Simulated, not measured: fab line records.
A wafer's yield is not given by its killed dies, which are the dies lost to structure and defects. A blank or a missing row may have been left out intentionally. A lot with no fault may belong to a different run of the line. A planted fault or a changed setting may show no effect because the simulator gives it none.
Chamber matching + flow n5_finfet + N5_BEOL_M5_CURE_80 on uv_cure-01: 3 sister chambers
The step cures SiCOH lowk, time 120 s. 3 wafers are shown with their chamber, then 8 later ones without.

WAFERS WITH THEIR CHAMBER
| wafer  | chamber | wafer_temp_C_max |
|--------|---------|------------------|
| L084.6 | 1       | 372.6            |
| L088.6 | 2       | 371.6            |
| L091.1 | 0       | 371.5            |

WAFERS WITHOUT THEIR CHAMBER
| wafer  | wafer_temp_C_max |
|--------|------------------|
| L091.2 | 370.9            |
| L091.6 | 371.2            |
| L094.1 | 371.4            |
| L094.2 | 371.8            |
| L094.5 | 371.3            |
| L096.2 | 372.1            |
| L096.4 | 371.9            |
| L096.5 | 372.0            |

THE CHAMBER EACH PASSED THROUGH
| wafer  | from the rows above          | in truth |
|--------|------------------------------|----------|
| L091.2 | can't be placed: 0 or 2      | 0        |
| L091.6 | can't be placed: 0 or 2      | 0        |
| L094.1 | can't be placed: 0 or 2      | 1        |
| L094.2 | can't be placed: 2 or 0 or 1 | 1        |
| L094.5 | can't be placed: 0 or 2      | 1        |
| L096.2 | can't be placed: 1 or 2 or 0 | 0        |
| L096.4 | can't be placed: 2 or 0 or 1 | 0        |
| L096.5 | can't be placed: 2 or 0 or 1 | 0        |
Placed correctly: 0 of 8. Cannot be placed on the basis of these rows: 8; the candidates contain the true chamber in 6. Placed wrongly: 0.
How it was worked out, from the rows above alone: a wafer's distance from a chamber is the root of the sum, over the readings, of the square of ((its reading less the chamber's mean) divided by the reading's scatter). If the next closest chamber is less than 2 further off than the closest, the wafer can't be placed; otherwise it belongs to the closest. Each chamber's mean is taken over the wafers shown for it. The scatter: root of mean squared gap, hidden wafer to nearest shown wafer, with one shown wafer a chamber.
